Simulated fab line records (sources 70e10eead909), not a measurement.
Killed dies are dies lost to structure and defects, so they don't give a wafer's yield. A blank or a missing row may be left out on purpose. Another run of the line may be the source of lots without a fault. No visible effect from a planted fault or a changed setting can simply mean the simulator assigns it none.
One fault seen from 3 desks | flow nand harc | each desk has only its own numbers; what lay behind them comes last

FOR THE TOOL OWNER'S DESK: litho track-06
The tool's own readings at NHARC_P_M2_PEB_07 (peb time 65 s): means of the sampled wafers that have a number, for each lot that ran on this tool. If a lot's mean is further than 4 standard deviations from the usual mean, the lot is out of limits and carries the mark OUT (the distance appears in the brackets).
Columns: A = heater power total W at NHARC_P_M2_PEB_07, usual 156.7 W; B = plate temp C at NHARC_P_M2_PEB_07, usual 99.95 C
lot  | first seen here | A               | B
L980 | day 7 09:30     | 156.5           | 99.91
L983 | day 7 23:34     | 156.8           | 99.91
L984 | day 8 10:13     | 156.6           | 99.92
L987 | day 10 03:45    | 147.4 (-23) OUT | 95.48 (-34) OUT
L990 | day 10 04:38    | 146.9 (-24) OUT | 95.52 (-34) OUT
This desk finds L987, L990 out of limits, L987 being first, at day 10 03:45 (heater power total W at NHARC_P_M2_PEB_07). Within limits: L980, L983, L984.

THE METROLOGY DESK
Lot by lot, what the gauges showed, no matter which tool ran the lot: averages of those sampled wafers that carry a number. If a lot's mean is further than 4 standard deviations from the usual mean, the lot is out of limits and carries the mark OUT (the distance appears in the brackets).
Columns: A = cd nm at NHARC_P_M2_CD_MEAS_09, usual 169.8 nm; B = overlay x nm at NHARC_P_M2_OVL_MEAS_10, usual 0.2 nm; C = overlay y nm at NHARC_P_M2_OVL_MEAS_10, usual -0.1 nm
lot  | first seen here | A               | B    | C
L978 | day 7 00:31     | 170.0           | -1.3 | -0.4
L981 | day 7 02:40     | 169.4           | -0.4 | -0.5
L980 | day 7 09:35     | 168.5           | -1.0 | -1.9
L983 | day 7 23:39     | 168.8           | 0.2  | -0.7
L982 | day 7 23:53     | 170.1           | -0.3 | -1.5
L984 | day 8 10:18     | 169.6           | 1.2  | -0.1
L987 | day 10 03:50    | 152.5 (-23) OUT | 0.8  | -0.7
L990 | day 10 04:43    | 155.7 (-19) OUT | -0.3 | 0.8
L995 | day 10 21:24    | 170.9           | 0.4  | -0.6
L997 | day 11 14:14    | 170.4           | -0.2 | 0.2
L998 | day 11 14:46    | 169.7           | -0.5 | 0.9
L999 | day 12 00:05    | 170.4           | 1.8  | 1.7
This desk finds L987, L990 out of limits, L987 being first, at day 10 03:50 (cd nm at NHARC_P_M2_CD_MEAS_09). Within limits: L978, L981, L980, L983, L982, L984, L995, L997, L998, L999.

THE DEFECT DESK
Lot by lot, what the route's inspections counted, given as the mean of those sampled wafers with a number. If a lot's mean is further than 4 standard deviations from the usual mean, the lot is out of limits and carries the mark OUT (the distance appears in the brackets).
Columns: A = raw defect count at NHARC_P_M2_INSPECT_11, usual 4.3
lot  | first seen here | A
L978 | day 7 00:39     | 3.0
L981 | day 7 02:48     | 4.3
L980 | day 7 09:42     | 4.3
L983 | day 7 23:46     | 2.3
L982 | day 8 00:01     | 5.3
L984 | day 8 10:25     | 4.0
L987 | day 10 03:57    | 7.3
L990 | day 10 04:50    | 4.7
L995 | day 10 21:33    | 3.3
L997 | day 11 14:22    | 5.0
L998 | day 11 14:54    | 4.7
L999 | day 12 00:13    | 4.0
This desk's finding: nothing out of limits on any of the 12 lots.

ALL TOGETHER
The tool owner's desk could have raised an alarm at day 10 03:45, on L987, L990.
On L987, L990, the metrology desk was in a position to raise an alarm at day 10 03:50.
Nothing the defect desk looked at was out of limits.
The defect desk has L987, L990 on record, within its limits.
Of the lots named, all ran NHARC_P_M2_PEB_07 on litho track-06.

WHAT THE SIMULATOR PUT IN
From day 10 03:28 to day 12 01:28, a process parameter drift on litho track-06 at NHARC_P_M2_PEB_07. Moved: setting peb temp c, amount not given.
Shown lots that were struck: L987, L990.
Hours from the fault's start to each desk's first reading out of limits: the tool owner's desk, 0; the metrology desk, 0.
